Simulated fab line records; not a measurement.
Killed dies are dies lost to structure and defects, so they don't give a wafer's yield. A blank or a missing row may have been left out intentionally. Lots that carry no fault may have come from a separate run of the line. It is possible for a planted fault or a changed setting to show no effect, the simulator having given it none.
Comparing a struck lot with a sound one | flow n5-finfet | 15 out of 1938 route steps
Sound: these wafers, L514.2, L514.5. Struck: wafer L524.2. (L524.1 of the same lot was not struck and is left out.) The cause comes at the end.
At each step with rows: each side's tool, then ch and its chambers, then its first start. Under that, the readings that differ: sound wafers | struck wafers | difference of the means | sigmas: that difference in standard deviations of wafers without a fault.
alike: same words and numbers on both sides, and readings whose means sit less than 2 such deviations apart. not compared: any withheld reading, any reading some wafer has no value for, any bound like >300 that may hide the same value, and any number with overlapping values for which the record gives no deviation.
A row with sigmas, a row that says differs or no value, or rows on one side alone: a step with any of these is where the two part. When numbers do not overlap yet have no deviation, they are printed without sigmas and do not part them. A reading missing from all wafers of one side parts the sides only when that side holds two or more wafers.

first, 8 steps without rows for these wafers: N5_BEOL_M14_COAT_66 (time 60 s, resist thk 110 nm); N5_BEOL_M14_COAT_22 (resist thk 300 nm); N5_BEOL_M14_EBR_24; N5_BEOL_M14_SOFTBAKE_23 (time 60 s); N5_BEOL_M14_EXPOSE_25 (exposes mask M14, target cd 280 nm); N5_BEOL_M14_PEB_26 (peb time 90 s); N5_BEOL_M14_DEVELOP_27 (develop time 45 s); N5_BEOL_M14_HARDBAKE_32 (time 120 s).
N5_BEOL_M14_CD_MEAS_28: the cd target is 284.4 nm.
  sound on cd-sem-02 ch 0, day 11 05:23; struck on cd-sem-01 ch 0, day 13 09:45
  alike: cd-nm
N5_BEOL_M14_OVL_MEAS_29:
  sound on overlay-01 ch 0, day 11 05:25; struck on overlay-01 ch 0, day 13 09:47
  alike: M14_OVL
N5_BEOL_M14_INSPECT_30: inspects for defects (macro).
  sound on defect-inspect-02, day 11 05:27; struck on defect-inspect-01, day 13 09:49
  alike: raw-defect-count
N5_BEOL_M14_DESCUM_33: chemistry O2, time 7.9 s.
  sound on rie-diel-05 ch 0,3, day 11 05:29; struck on rie-diel-03 ch 3, day 13 09:52
  reading                     | sound   | struck | difference | sigmas
  drypump-motor-current-A (A) | 6.2 6.1 | 5.1    | -1.1       | -2
  alike: oes-product-au, rf-fwd-power-W, rf-vpp-V, showerhead-plenum-p-Torr, throttle-valve-pct
  not compared: rf-hours-counter-h
N5_BEOL_M14_ETCH_67: etches SiARC in CF4, target depth 143 nm, time 238.3 s.
  sound on rie-diel-05 ch 0,3, day 11 05:31; struck on rie-diel-03 ch 3, day 13 09:54
  reading                     | sound       | struck | difference | sigmas
  drypump-motor-current-A (A) | 6.1 6.1     | 5.1    | -1.0       | -2
  etch-rf-on-time-s (s)       | 239 230     | 154    | -80        | -14
  rf-fwd-power-W (W)          | 547.5 546.2 | 543.1  | -3.8       | -2
  alike: oes-product-au, rf-vpp-V, showerhead-plenum-p-Torr, throttle-valve-pct
  not compared: rf-hours-counter-h
N5_BEOL_M14_ETCH_68: etches SOC in N2/H2, time 450 s.
  sound on rie-diel-05 ch 0,3, day 11 05:40; struck on rie-diel-03 ch 3, day 13 10:03
  reading                     | sound   | struck | difference | sigmas
  drypump-motor-current-A (A) | 6.2 6.1 | 5.1    | -1.1       | -2
  alike: oes-product-au, rf-fwd-power-W, rf-vpp-V, showerhead-plenum-p-Torr, throttle-valve-pct
  not compared: rf-hours-counter-h
N5_PASSIVATION_PROBE_49:
  sound on prober-02, day 12 01:37; struck on prober-02, day 14 12:52
  reading         | sound | struck | difference | sigmas
  killed-at-other | 5 3   | 15     | +11        | +4
  alike: defect-limited-yield, killed_at_M0_to_M3, killed_at_M4_up, killed-at-contacts, killed-at-front-end, killed-dies, killed-open, killed-short, sort_bin_5_function, sort_bin_6_memory, sort_bin_8_speed, sort-n-pass, sort-yield-pct

## WHERE THEY PART
First at N5_BEOL_M14_DESCUM_33; last, within this record, at N5_PASSIVATION_PROBE_49.

WHY: whatever the simulator had introduced
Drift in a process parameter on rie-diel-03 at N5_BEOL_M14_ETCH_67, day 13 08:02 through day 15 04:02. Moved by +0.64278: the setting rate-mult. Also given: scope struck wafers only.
